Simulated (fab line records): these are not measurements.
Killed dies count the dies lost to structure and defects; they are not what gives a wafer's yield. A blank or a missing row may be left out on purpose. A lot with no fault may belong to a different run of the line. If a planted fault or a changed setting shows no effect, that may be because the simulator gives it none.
The same fault as seen by 3 desks ; flow n5-finfet ; each desk has only its own numbers; what lay behind them comes last
Where a reading is given only as a bound, like >300, the bound stands for it, and a mean or a difference that rests on one is marked > or <: the true number lies beyond.

== TOOL OWNER'S DESK, plasma-asher-01 ==
The tool's own readings at N5_BEOL_M13_STRIP_63 (strips in N2/H2): means of the sampled wafers that have a number, for each lot that ran on this tool. Marked OUT: a lot whose mean sits more than 4 standard deviations from the usual mean, which makes it out of limits; the brackets give that distance.
Columns: A = drypump-motor-current-A at N5_BEOL_M13_STRIP_63, usual 5.7 A; B = heater-power-w at N5_BEOL_M13_STRIP_63, usual 357 W; C = oes-product-au at N5_BEOL_M13_STRIP_63, usual 0.674 a.u.; D = strip-time-to-endpoint-s at N5_BEOL_M13_STRIP_63, usual 27.6 s
lot;first seen here;A;B;C;D
L128;day 11 10:05;5.9;359;0.672;28.8
L131;day 11 23:04;6.4;356;0.679;28.7
L133;day 12 14:58;5.9;356;0.678;27.6
L135;day 12 20:05;5.5;362;0.669;27.7
This desk's verdict: no lot among the 4 shows anything out of limits.

== FROM THE METROLOGY DESK ==
Lot by lot, what the gauges showed, no matter which tool ran the lot: averages of those sampled wafers that carry a number. Marked OUT: a lot whose mean sits more than 4 standard deviations from the usual mean, which makes it out of limits; the brackets give that distance.
Columns: A = trench-depth-nm at N5_BEOL_M13_OCD_MEAS_35, usual 414 nm
lot;first seen here;A
L125;day 10 10:05;415
L126;day 10 20:55;411
L129;day 11 10:15;418
L128;day 11 11:17;412
L127;day 11 12:08;415
L130;day 11 16:20;418
L131;day 12 00:16;412
L133;day 12 16:10;413
L135;day 12 21:24;414
L142;day 15 13:05;414
L146;day 15 22:57;416
L148;day 16 14:53;416
This desk's verdict: no lot among the 12 shows anything out of limits.

== THE DEFECT DESK ==
For each lot, the counts of the inspections along the route, averaged over the sampled wafers that have a number. Marked OUT: a lot whose mean sits more than 4 standard deviations from the usual mean, which makes it out of limits; the brackets give that distance.
Columns: A = raw-defect-count at N5_BEOL_M13_INSPECT_12, usual 2.1; B = raw-defect-count at N5_BEOL_M13_INSPECT_30, usual 2.1
lot;first seen here;A;B
L125;day 10 08:29;2.7;1.0
L126;day 10 19:14;3.0;2.7
L129;day 11 08:41;1.7;0.7
L128;day 11 09:44;0.3;3.0
L127;day 11 10:35;2.3;1.0
L130;day 11 14:47;1.3;2.0
L131;day 11 22:43;1.0;1.3
L133;day 12 14:37;1.7;282.3 (+99 or more) OUT
L135;day 12 19:43;2.3;>295 (+99 or more) OUT
L142;day 15 11:31;2.0;0.3
L146;day 15 21:15;1.3;1.3
L148;day 16 13:19;2.3;2.0
Finding of this desk: L133, L135 out of limits; the first was L133 at day 12 15:34, on raw-defect-count at N5_BEOL_M13_INSPECT_30. L125, L126, L129, L128, L127, L130, L131, L142, L146, L148: within limits.

== BROUGHT TOGETHER ==
The defect desk could have raised an alarm at day 12 15:34, on L133, L135.
Nothing out of limits was seen by the tool owner's desk.
At the metrology desk, nothing out of limits was observed.
Tool owner's desk: L133, L135 on record, inside its limits.
The metrology desk holds a record of L133, L135, inside its limits.
All the named lots went through N5_BEOL_M13_STRIP_63 on plasma-asher-01.

== WHAT THE SIMULATOR HAD PUT IN ==
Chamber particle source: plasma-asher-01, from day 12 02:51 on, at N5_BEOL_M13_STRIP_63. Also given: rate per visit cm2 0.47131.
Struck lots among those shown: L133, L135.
Hours from the fault's start to each desk's first reading out of limits: the defect desk, 13.
